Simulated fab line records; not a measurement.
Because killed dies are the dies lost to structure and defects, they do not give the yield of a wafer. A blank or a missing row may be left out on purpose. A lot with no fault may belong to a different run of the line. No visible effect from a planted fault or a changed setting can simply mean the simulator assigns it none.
8D (eight disciplines) problem report, filled in by code :: flow nandHarc :: the parts of the form that need people (team, actions taken, sign-off) are left out

1. THE PROBLEM
thkNm at NHARC_A_ONON_D1_THK_MEAS_21 reads a mean of 1773 nm on 8 wafers of 3 lots; wafers without a fault read 1000 nm with a standard deviation of 7.6. That is +99 or more standard deviations from the usual mean.
The step: measures by ellipsometry.
First seen on wafer L617.3, day 12 14:05, on filmMetro-01. Wafers with a number at this step in the record: 41, from 14 lots. Rule for "out", or "out of limits": more than 4 standard deviations from the usual mean. All remaining wafers that have a number are taken as sound.

2. WHAT IT IS AND WHAT IT IS NOT
question: which readings at this step
is: thkNm
is not: -

question: which lots
is: L617, L618, L620
is not: L599, L600, L603, L605, L606, L607, L608, L611, L613, L621, L622

question: which wafers of those lots
is: all that have a number
is not: -

question: read on which gauges
is: filmMetro-01
is not: filmMetro-02

question: when
is: from day 12 14:05
is not: up to then (27 sound wafers); but 6 sound wafers of L621, L622 came after

3. THE SUSPECTS, EACH WITH WHAT RULES IT OUT
Counting: any tool at a process step up to the reading is kept as a suspect provided that every lot that is out went through it and no sound lot did after the first of them.
- the gauge at NHARC_A_ONON_D1_THK_MEAS_21: ruled out. All the wafers that are out were read on filmMetro-01, but those of them that NHARC_END_SORT_01 has rows for are out there too, on other tools.
- rieDiel-04 at NHARC_P_BONDPAD_ACTIVATE_29 (chemistry N2, time 60 s): ruled out as a lasting fault. The sound lots L621, L622 went through it after L617, its earliest lot that is out (day 11 03:02).
- pecvdOnon-04 at NHARC_A_ONON_D1_DEP_19 (target thk 1000 nm): kept. Every lot that is out went through it, starting with L617 (day 12 13:42), and after that it ran no sound lot; the last sound lot it ran before then is L608 (day 10 02:18).
Left after counting: pecvdOnon-04 at NHARC_A_ONON_D1_DEP_19.

4. THE CAUSE (what the simulator had put in)
Process parameter drift: pecvdOnon-04, from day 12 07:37 on, at NHARC_A_ONON_D1_DEP_19. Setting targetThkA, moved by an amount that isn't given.
Counting left only this tool.

5. THE CHAIN OF EFFECTS, in route order
Each row: a reading whose mean over the struck wafers that have a number lies more than 3 standard deviations from the usual. Readings are gone through only where the record gives a usual standard deviation; hours: the median, over the lots, of the time from a lot's start at the first step in this table giving one to that lot's start at this step; sigmas: the change measured in usual standard deviations.
hours: 0
step: NHARC_A_ONON_D1_THK_MEAS_21
reading: thkNm
usual: 1000 nm
on struck wafers: 1773
change: +773
sigmas: +99 or more

hours: 273
step: NHARC_END_SORT_01
reading: killedAtArray
usual: 29
on struck wafers: 676
change: +647
sigmas: +59

hours: 273
step: NHARC_END_SORT_01
reading: killedDies
usual: 33
on struck wafers: 677
change: +644
sigmas: +59

6. HOW IT WOULD HAVE BEEN CAUGHT EARLIER
The first out-of-limits reading at a measuring or inspecting step in this record came at day 12 14:05, 6 hours after the fault's start at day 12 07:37.
Of the lots that are out (3), L618, L620 began NHARC_A_ONON_D1_DEP_19 on pecvdOnon-04 after day 12 14:05. A hold on the tool at that time would have spared those 2.
